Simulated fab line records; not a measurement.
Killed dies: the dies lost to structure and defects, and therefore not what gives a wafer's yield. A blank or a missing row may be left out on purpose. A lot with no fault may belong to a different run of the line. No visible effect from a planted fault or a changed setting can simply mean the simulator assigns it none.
Which of the tools did it? ; flow nand harc ; Sampling: 24 lots, 72 wafers, 6 of 1302 route steps

## WHAT THE GAUGES SHOWED, per wafer
NHARC_A_CONTACT_CD_MEAS_15. Usual: cd nm at 189.8 nm, with a standard deviation of 0.55.
lot;measured;on;cd nm (nm);flag
L074;day 22 19:48;cd sem-02;191.3 191.0 190.2;
L075;day 22 20:55;cd sem-01;190.2 190.5 190.4;
L076;day 23 04:50;cd sem-03;189.9 189.5 189.9;
L078;day 23 22:08;cd sem-01;189.7 190.5 190.2;
L077;day 23 23:14;cd sem-02;190.0 190.3 190.6;
L079;day 24 16:17;cd sem-02;189.4 189.8 189.5;
L080;day 24 21:53;cd sem-02;190.3 190.2 190.0;
L081;day 25 02:04;cd sem-03;190.1 189.9 190.3;
L083;day 25 19:07;cd sem-01;189.7 189.9 189.7;
L082;day 25 21:22;cd sem-01;189.2 189.5 189.4;
L085;day 26 17:07;cd sem-01;190.1 190.2 189.8;
L084;day 26 20:52;cd sem-03;190.4 190.4 190.4;
L086;day 27 07:52;cd sem-02;189.8 189.6 189.9;
L087;day 27 23:28;cd sem-01;188.8 188.8 188.6;
L089;day 28 21:25;cd sem-03;189.8 189.3 189.6;
L088;day 28 22:22;cd sem-01;189.3 189.5 188.7;
L090;day 29 14:49;cd sem-01;189.5 189.3 189.9;
L091;day 29 15:13;cd sem-02;190.8 190.5 190.1;
L093;day 30 15:35;cd sem-03;190.1 190.1 189.4;
L092;day 30 15:02;cd sem-03;188.9 188.6 188.7;
L095;day 31 04:33;cd sem-02;189.9 189.5 190.0;
L096;day 31 05:29;cd sem-03;189.5 189.7 189.2;
L094;day 31 12:41;cd sem-02;189.4 189.6 189.8;
L097;day 31 16:49;cd sem-01;190.2 190.0 189.5;

NHARC_A_BLC_OVL_MEAS_11. Usual: overlay x nm 0.0 nm, standard deviation 1.1; overlay y nm 0.0 nm, standard deviation 0.77.
lot;measured;on;overlay x nm (nm);overlay y nm (nm);flag
L074;day 22 22:43;overlay-01;-1.8 -1.2 -1.4;-0.8 0.1 -0.6;
L075;day 22 23:51;overlay-02;1.1 1.0 0.7;0.0 0.0 -0.2;
L076;day 23 07:47;overlay-01;0.7 0.7 1.1;0.5 0.4 0.1;
L078;day 24 01:14;overlay-01;0.7 0.7 1.0;0.3 0.2 -0.3;
L077;day 24 02:17;overlay-02;-0.2 -0.3 -0.6;0.0 0.9 0.6;
L079;day 24 19:19;overlay-01;0.5 -0.1 0.3;0.5 0.6 0.1;
L080;day 25 00:55;overlay-02;-3.2 -3.4 -2.8;0.8 1.2 0.8;
L081;day 25 05:07;overlay-02;1.0 0.3 0.7;0.1 -0.1 0.3;
L083;day 25 22:01;overlay-01;-0.7 -1.7 -0.8;-0.9 -1.1 -0.4;
L082;day 26 00:16;overlay-01;0.9 0.6 1.0;-1.1 -0.7 -1.0;
L085;day 26 20:01;overlay-02;-0.2 -0.5 -0.4;-0.2 -0.5 -0.7;
L084;day 26 23:49;overlay-01;-0.1 -0.6 -0.3;0.5 0.9 1.2;
L086;day 27 10:55;overlay-02;-1.7 -2.2 -1.9;-0.4 0.0 -1.1;
L087;day 28 02:23;overlay-02;0.9 1.1 1.3;-0.1 -0.3 -0.3;
L089;day 29 00:38;overlay-02;1.3 1.4 0.8;0.4 -0.3 0.0;
L088;day 29 01:30;overlay-02;2.1 1.7 1.1;1.8 1.4 1.7;
L090;day 29 17:44;overlay-02;-0.6 -0.8 -0.7;0.0 -0.5 -0.5;
L091;day 29 19:07;overlay-02;0.8 1.2 0.7;-1.0 -0.4 -0.9;
L093;day 30 18:40;overlay-01;-0.5 -0.7 -0.6;-0.6 -0.9 -0.5;
L092;day 30 18:25;overlay-01;0.8 0.2 1.0;1.5 1.6 2.0;
L095;day 31 07:27;overlay-01;-1.8 -1.0 -1.3;0.7 0.5 1.1;
L096;day 31 08:25;overlay-01;1.0 1.4 1.4;0.1 0.4 0.2;
L094;day 31 16:02;overlay-01;0.4 0.1 0.2;0.9 0.0 -0.4;
L097;day 31 19:57;overlay-02;0.1 0.0 0.3;-1.2 -0.9 -0.5;

NHARC_A_BLC_CD_MEAS_19. Usual: cd nm at 99.6 nm, with a standard deviation of 1.5.
lot;measured;on;cd nm (nm);flag
L074;day 22 23:50;cd sem-02;98.0 99.6 99.9;
L075;day 23 00:58;cd sem-02;99.7 97.2 97.2;
L076;day 23 08:50;cd sem-02;98.0 100.8 97.9;
L078;day 24 02:18;cd sem-01;101.1 99.5 98.7;
L077;day 24 03:21;cd sem-01;100.6 103.0 102.3;
L079;day 24 20:23;cd sem-03;97.8 98.4 97.9;
L080;day 25 01:59;cd sem-02;99.3 101.7 100.5;
L081;day 25 06:10;cd sem-02;100.2 102.2 101.4;
L083;day 25 23:04;cd sem-03;98.6 98.4 101.4;
L082;day 26 01:19;cd sem-02;99.8 100.9 99.7;
L085;day 26 21:05;cd sem-01;98.3 98.1 99.1;
L084;day 27 00:53;cd sem-02;99.9 99.6 101.2;
L086;day 27 11:59;cd sem-01;99.4 98.9 99.7;
L087;day 28 03:26;cd sem-03;102.7 99.5 102.1;
L089;day 29 01:41;cd sem-02;100.3 99.7 101.3;
L088;day 29 02:34;cd sem-01;100.3 100.7 103.2;
L090;day 29 18:47;cd sem-01;98.1 97.0 98.4;
L091;day 29 20:10;cd sem-03;98.7 97.6 98.4;
L093;day 30 19:52;cd sem-01;97.8 96.5 100.0;
L092;day 30 19:29;cd sem-03;97.6 99.0 101.2;
L095;day 31 08:31;cd sem-02;101.0 99.5 98.7;
L096;day 31 09:30;cd sem-01;98.7 102.5 99.9;
L094;day 31 17:07;cd sem-02;96.4 100.0 99.9;
L097;day 31 21:12;cd sem-02;100.2 101.0 99.6;

## WHAT TOOL EACH LOT RAN ON (gives the tool, then ch and the chambers of the sampled wafers, and finally the start)
lot;NHARC_A_CONTACT_ETCH_126;NHARC_A_CONTACT_ETCH_98;NHARC_A_BLC_ETCH_18
L074;har cap etch-03 ch 0,1, day 22 09:58;rie diel-01 ch 0,2,3, day 22 19:48 or earlier;rie diel-03 ch 0,1,2, day 22 23:50 or earlier
L075;har cap etch-01 ch 1, day 22 10:35;rie diel-11 ch 0,2, day 22 20:55 or earlier;rie diel-03 ch 0,2, day 23 00:58 or earlier
L076;har cap etch-03 ch 1, day 22 18:28;rie diel-11 ch 0,1,2, day 23 04:50 or earlier;rie diel-03 ch 0,1,3, day 23 08:50 or earlier
L078;har cap etch-01 ch 0,1, day 23 13:05;rie diel-01 ch 0,2,3, day 23 22:08 or earlier;rie diel-10 ch 0,2,3, day 24 02:18 or earlier
L077;har cap etch-02 ch 0,1, day 23 13:08;rie diel-01 ch 2,3, day 23 23:14 or earlier;rie diel-10 ch 0,2, day 24 03:21 or earlier
L079;har cap etch-02 ch 0,1, day 24 06:39;rie diel-01 ch 0,1,2, day 24 16:17 or earlier;rie diel-03 ch 0,1,3, day 24 20:23 or earlier
L080;har cap etch-01 ch 0,1, day 24 11:29;rie diel-04 ch 1,2, day 24 21:53 or earlier;rie diel-10 ch 1,2,3, day 25 01:59 or earlier
L081;har cap etch-02 ch 0,1, day 24 16:37;rie diel-11 ch 0,1, day 25 02:04 or earlier;rie diel-10 ch 0,2, day 25 06:10 or earlier
L083;har cap etch-02 ch 0,1, day 25 10:10;rie diel-04 ch 1,3, day 25 19:07 or earlier;rie diel-03 ch 0,1,3, day 25 23:04 or earlier
L082;har cap etch-03 ch 0,1, day 25 12:21;rie diel-11 ch 0,1,3, day 25 21:22 or earlier;rie diel-03 ch 0,1,2, day 26 01:19 or earlier
L085;har cap etch-03 ch 0,1, day 26 05:52;rie diel-01 ch 0,1,2, day 26 17:07 or earlier;rie diel-03 ch 0,1,3, day 26 21:05 or earlier
L084;har cap etch-02 ch 0,1, day 26 11:43;rie diel-11 ch 0,1,3, day 26 20:52 or earlier;rie diel-10 ch 0,1,2, day 27 00:53 or earlier
L086;har cap etch-01 ch 0,1, day 26 22:46;rie diel-11 ch 0,1,2, day 27 07:52 or earlier;rie diel-10 ch 0,1,2, day 27 11:59 or earlier
L087;har cap etch-01 ch 0,1, day 27 13:27;rie diel-11 ch 1,2,3, day 27 23:28 or earlier;rie diel-10 ch 0,1,3, day 28 03:26 or earlier
L089;har cap etch-01 ch 0,1, day 28 07:07;rie diel-04 ch 0,1, day 28 21:25 or earlier;rie diel-10 ch 0,1,2, day 29 01:41 or earlier
L088;har cap etch-02 ch 0, day 28 08:09;rie diel-04 ch 0,1, day 28 22:22 or earlier;rie diel-10 ch 0,1, day 29 02:14
L090;har cap etch-02 ch 0,1, day 29 04:52;rie diel-01 ch 0,2, day 29 14:49 or earlier;rie diel-03 ch 0,3, day 29 18:47 or earlier
L091;har cap etch-01 ch 0,1, day 29 05:05;rie diel-04 ch 1,2,3, day 29 15:13 or earlier;rie diel-03 ch 0,1,3, day 29 20:10 or earlier
L093;har cap etch-02 ch 0,1, day 30 03:49;rie diel-11 ch 0,2,3, day 30 15:35 or earlier;rie diel-03 ch 0,1,2, day 30 19:52 or earlier
L092;har cap etch-01 ch 0,1, day 30 04:11;rie diel-11 ch 0,1,3, day 30 15:02 or earlier;rie diel-10 ch 1,2,3, day 30 19:29 or earlier
L095;har cap etch-03 ch 0,1, day 30 17:09;rie diel-01 ch 0,3, day 31 04:33 or earlier;rie diel-03 ch 0,3, day 31 08:31 or earlier
L096;har cap etch-01 ch 0,1, day 30 20:20;rie diel-11 ch 1,2, day 31 05:29 or earlier;rie diel-10 ch 0,1,3, day 31 09:30 or earlier
L094;har cap etch-03 ch 0,1, day 31 02:12;rie diel-11 ch 1,2, day 31 12:41 or earlier;rie diel-10 ch 1,2, day 31 17:07 or earlier
L097;har cap etch-03 ch 0,1, day 31 07:38;rie diel-11 ch 0,3, day 31 16:43;rie diel-10 ch 0,2, day 31 21:12 or earlier
- NHARC_A_CONTACT_ETCH_126: etches the open film in C4F8/O2/Ar, time 197 s, target depth 1918 nm.
- NHARC_A_CONTACT_ETCH_98: etches the open film in C4F6/O2, target depth 20 nm, time 10 s.
- NHARC_A_BLC_ETCH_18: etches the open film in C4F8/O2/Ar, target depth 910 nm.

## WHAT THE TOOLS THEMSELVES READ (means of the sampled wafers that have a number; where no wafer has one, the mark that the record gives instead)
NHARC_A_CONTACT_ETCH_98. Usual: bias w 500.0 W, standard deviation 1.5; drypump motor current A 5.7 A, standard deviation 0.5; oes product au 0.960 a.u., standard deviation 0.025; rf vpp V 549 V, standard deviation 4.5; showerhead plenum p Torr 4.01 Torr, standard deviation 0.22; throttle valve pct 26.902 %, standard deviation 0.0098.
lot;tool;bias w (W);drypump motor current A (A);oes product au (a.u.);rf vpp V (V);showerhead plenum p Torr (Torr);throttle valve pct (%);flag
L074;rie diel-01;501.0;6.0;0.939;549;4.00;26.899;
L075;rie diel-11;500.1;5.9;0.954;547;3.89;26.899;
L076;rie diel-11;501.2;5.6;0.948;550;4.05;26.896;
L078;rie diel-01;500.5;6.1;0.934;549;4.00;26.898;
L077;rie diel-01;499.0;6.2;0.949;550;4.07;26.910;
L079;rie diel-01;500.0;5.7;0.997;545;3.85;26.910;
L080;rie diel-04;501.0;5.1;0.950;548;4.04;26.900;
L081;rie diel-11;500.7;6.0;1.003;546;3.89;26.901;
L083;rie diel-04;499.7;5.3;0.951;548;3.95;26.894;
L082;rie diel-11;500.6;5.8;0.945;549;4.05;26.902;
L085;rie diel-01;498.7;5.7;0.945;546;3.83;26.897;
L084;rie diel-11;500.2;5.8;1.013;550;4.05;26.900;
L086;rie diel-11;499.9;5.7;0.946;549;4.04;26.902;
L087;rie diel-11;500.3;5.4;0.951;552;4.20;26.909;
L089;rie diel-04;498.3;5.2;0.955;552;4.17;26.903;
L088;rie diel-04;500.4;5.2;0.959;552;4.17;26.897;
L090;rie diel-01;497.6;5.7;0.955;547;3.90;26.908;
L091;rie diel-04;498.6;5.3;1.010;545;3.88;26.900;
L093;rie diel-11;499.5;5.7;0.970;549;4.03;26.907;
L092;rie diel-11;499.9;5.8;0.939;550;4.04;26.905;
L095;rie diel-01;498.1;6.4;0.999;550;4.02;26.910;
L096;rie diel-11;500.2;5.4;0.946;553;4.19;26.899;
L094;rie diel-11;500.6;5.2;0.952;553;4.19;26.912;
L097;rie diel-11;500.0;6.1;0.947;546;3.87;26.907;

NHARC_A_BLC_ETCH_18. Usual: bias w 1500 W, standard deviation 4.2; oes product au 0.953 a.u., standard deviation 0.023; rf vpp V 978 V, standard deviation 5.
lot;tool;bias w (W);oes product au (a.u.);rf vpp V (V);flag
L074;rie diel-03;1505;0.963;981;
L075;rie diel-03;1506;0.950;983;
L076;rie diel-03;1499;0.965;976;
L078;rie diel-10;1499;0.924;980;
L077;rie diel-10;1495;0.923;980;
L079;rie diel-03;1497;0.959;978;
L080;rie diel-10;1504;0.928;977;
L081;rie diel-10;1503;0.925;980;
L083;rie diel-03;1500;0.924;978;
L082;rie diel-03;1496;0.935;980;
L085;rie diel-03;1499;0.959;977;
L084;rie diel-10;1499;0.970;977;
L086;rie diel-10;1500;0.971;978;
L087;rie diel-10;1504;0.975;976;
L089;rie diel-10;1501;0.967;978;
L088;rie diel-10;1494;0.997;976;
L090;rie diel-03;1495;0.961;981;
L091;rie diel-03;1499;0.976;978;
L093;rie diel-03;1497;0.948;980;
L092;rie diel-10;1502;0.969;977;
L095;rie diel-03;1498;0.965;976;
L096;rie diel-10;1500;0.932;975;
L094;rie diel-10;1501;0.962;975;
L097;rie diel-10;1501;0.932;981;

## THE ANSWER, worked out from the rows above alone
Rule: take the mean of a lot's wafers that have a number; if it is more than 3 standard deviations from the usual mean, the lot is off. Also off: a lot with no number at a reading for which 4 or more lots have one. The other lots that the step has rows for count as sound. Order of review: gauges by route order, followed by the tools' own readings, for which a lot's mean as printed above is used. At the first step where some lot is off, the reading lying furthest off is the one used; lots without a number count as furthest.
None of the lots is off at any reading shown; this tells nothing.

## WHAT THE SIMULATOR HAD PUT IN
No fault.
